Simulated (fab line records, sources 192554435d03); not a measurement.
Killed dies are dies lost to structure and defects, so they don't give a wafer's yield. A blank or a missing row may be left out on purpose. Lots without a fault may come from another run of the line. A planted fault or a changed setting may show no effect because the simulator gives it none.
Split-lot experiment | flow n5_finfet | 7 lots, 39 wafers read, on a route of 1938 steps

THE SPLIT
At N5_BEOL_M9_VIA_ETCH_34 (etches SiCOH lowk in C4F6/O2, target depth 182.4 nm, time 68.4 s), the setting target_depth_a was moved away from the recipe's 1824 angstrom on 9 of the 39 wafers read, by -51.6% to -18.5%. The other wafers ran this setting at the recipe's value.

The reading is taken at the split's own step.

THE READING
SOC_of_BEOL_M9_COAT_63.thk_nm (the simulator's own value, which no gauge read), in nm, at N5_BEOL_M9_VIA_ETCH_34 (etches SiCOH lowk in C4F6/O2, target depth 182.4 nm, time 68.4 s). The file gives no usual value for it. The 30 wafers here that ran the recipe average 51.1 nm, standard deviation 0.26 nm.

wafer  | tool, chamber at the split | target_depth_a as run, angstrom | against the recipe | SOC_of_BEOL_M9_COAT_63.thk_nm, nm | against lot-mates on the recipe
L076.1 | rie_diel-06, 0             | 1824                            | recipe             | 51.6                              | -
L076.2 | rie_diel-06, 1             | 1824                            | recipe             | 51.4                              | -
L076.3 | rie_diel-06, 3             | 882.6                           | -51.6%             | 56                                | +4.5
L076.4 | rie_diel-06, 2             | 882.6                           | -51.6%             | 55.8                              | +4.3
L076.5 | rie_diel-06, 0             | 1824                            | recipe             | 51.6                              | -
L076.6 | rie_diel-06, 3             | 882.6                           | -51.6%             | 55.8                              | +4.3
L079.1 | rie_diel-06, 1             | 1824                            | recipe             | 51.2                              | -
L079.2 | rie_diel-06, 2             | 1824                            | recipe             | 50.8                              | -
L079.3 | rie_diel-06, 0             | 1824                            | recipe             | 51.2                              | -
L079.4 | rie_diel-06, 3             | 1824                            | recipe             | 50.8                              | -
L079.5 | rie_diel-06, 1             | 1824                            | recipe             | 51.2                              | -
L079.6 | rie_diel-06, 0             | 1824                            | recipe             | 51.2                              | -
L080.1 | rie_diel-02, 3             | 1824                            | recipe             | 51.2                              | -
L080.2 | rie_diel-02, 2             | 1487                            | -18.5%             | 52.8                              | +1.7
L080.3 | rie_diel-02, 1             | 1824                            | recipe             | 51                                | -
L080.4 | rie_diel-02, 1             | 1487                            | -18.5%             | 52.6                              | +1.5
L080.5 | rie_diel-02, 2             | 1824                            | recipe             | 51                                | -
L080.6 | rie_diel-02, 3             | 1487                            | -18.5%             | 52.8                              | +1.7
L082.1 | rie_diel-01, 2             | 1824                            | recipe             | 51                                | -
L082.2 | rie_diel-01, 0             | 1824                            | recipe             | 51                                | -
L082.3 | rie_diel-01, 1             | 1344                            | -26.3%             | 53.4                              | +2.2
L082.4 | rie_diel-01, 3             | 1824                            | recipe             | 51.6                              | -
L082.5 | rie_diel-01, 2             | 1344                            | -26.3%             | 53.2                              | +2.0
L082.6 | rie_diel-01, 1             | 1344                            | -26.3%             | 53.4                              | +2.2
L084.1 | rie_diel-06, 3             | 1824                            | recipe             | 51                                | -
L084.5 | rie_diel-06, 2             | 1824                            | recipe             | 51                                | -
L084.6 | rie_diel-06, 3             | 1824                            | recipe             | 51                                | -
L086.1 | rie_diel-01, 3             | 1824                            | recipe             | 51.4                              | -
L086.2 | rie_diel-01, 1             | 1824                            | recipe             | 51.4                              | -
L086.3 | rie_diel-01, 0             | 1824                            | recipe             | 51.2                              | -
L086.4 | rie_diel-01, 2             | 1824                            | recipe             | 51                                | -
L086.5 | rie_diel-01, 2             | 1824                            | recipe             | 51.2                              | -
L086.6 | rie_diel-01, 3             | 1824                            | recipe             | 51.4                              | -
L092.1 | rie_diel-02, 1             | 1824                            | recipe             | 50.8                              | -
L092.2 | rie_diel-02, 2             | 1824                            | recipe             | 51                                | -
L092.3 | rie_diel-02, 3             | 1824                            | recipe             | 51                                | -
L092.4 | rie_diel-02, 0             | 1824                            | recipe             | 50.6                              | -
L092.5 | rie_diel-02, 0             | 1824                            | recipe             | 50.6                              | -
L092.6 | rie_diel-02, 3             | 1824                            | recipe             | 51                                | -

THE FIT
A straight line over all 39 wafers: SOC_of_BEOL_M9_COAT_63.thk_nm changes by -0.0905 nm for each +1% of target_depth_a; r = -0.99; the points scatter about the line by 0.25 nm.
The same after taking each lot's own level away (the mean of its wafers on the recipe; 39 wafers): -0.0839 nm for each +1%; r = -0.99; scatter 0.16 nm.
On that fit, the largest move of target_depth_a shifts the reading by 4.3 nm.
The lots' own levels span 50.83 to 51.53 nm, that is 2.7 times the standard deviation above.
So the lot-to-lot level changes the slope little: the two slopes agree.
Check: with one of the wafers moved furthest among these (-51.6%) left out of the fit, the line predicts +4.29 nm for it against its lot-mates. It came out at +4.47 nm against them.

OTHER SPLITS ON THESE WAFERS
These wafers also went through other splits before the reading. Each is held against what the fit with the lots' levels taken away leaves over:
other split on the same wafers     | wafers away from the commonest value | r with SOC_of_BEOL_M9_COAT_63.thk_nm (lot level and that fit taken away)
N5_BEOL_M2_ILD_DEP_00 target_thk_a | 15                                   | +0.13
N5_BEOL_M3_ILD_DEP_00 time_s       | 15                                   | -0.02
N5_BEOL_M6_DESCUM_33 time_s        | 12                                   | +0.25

THE WHOLE CHAIN: every reading that the file lists as answering this split, in the file's order
step                   | what it does                                                     | reading                                                                        | change (the file's fit)               | r (the file's)
N5_BEOL_M9_VIA_ETCH_34 | etches SiCOH lowk in C4F6/O2, target depth 182.4 nm, time 68.4 s | etch.depth_nm (the simulator's own value, which no gauge read)                 | +1.75 nm for each +1% of the setting  | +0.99
N5_BEOL_M9_VIA_ETCH_34 | etches SiCOH lowk in C4F6/O2, target depth 182.4 nm, time 68.4 s | SOC_of_BEOL_M9_COAT_63.thk_nm (the simulator's own value, which no gauge read) | -0.084 nm for each +1% of the setting | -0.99

THE FILE'S OWN FIT
SOC_of_BEOL_M9_COAT_63.thk_nm changes by -0.084 nm for each +1% of target_depth_a, r = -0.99.
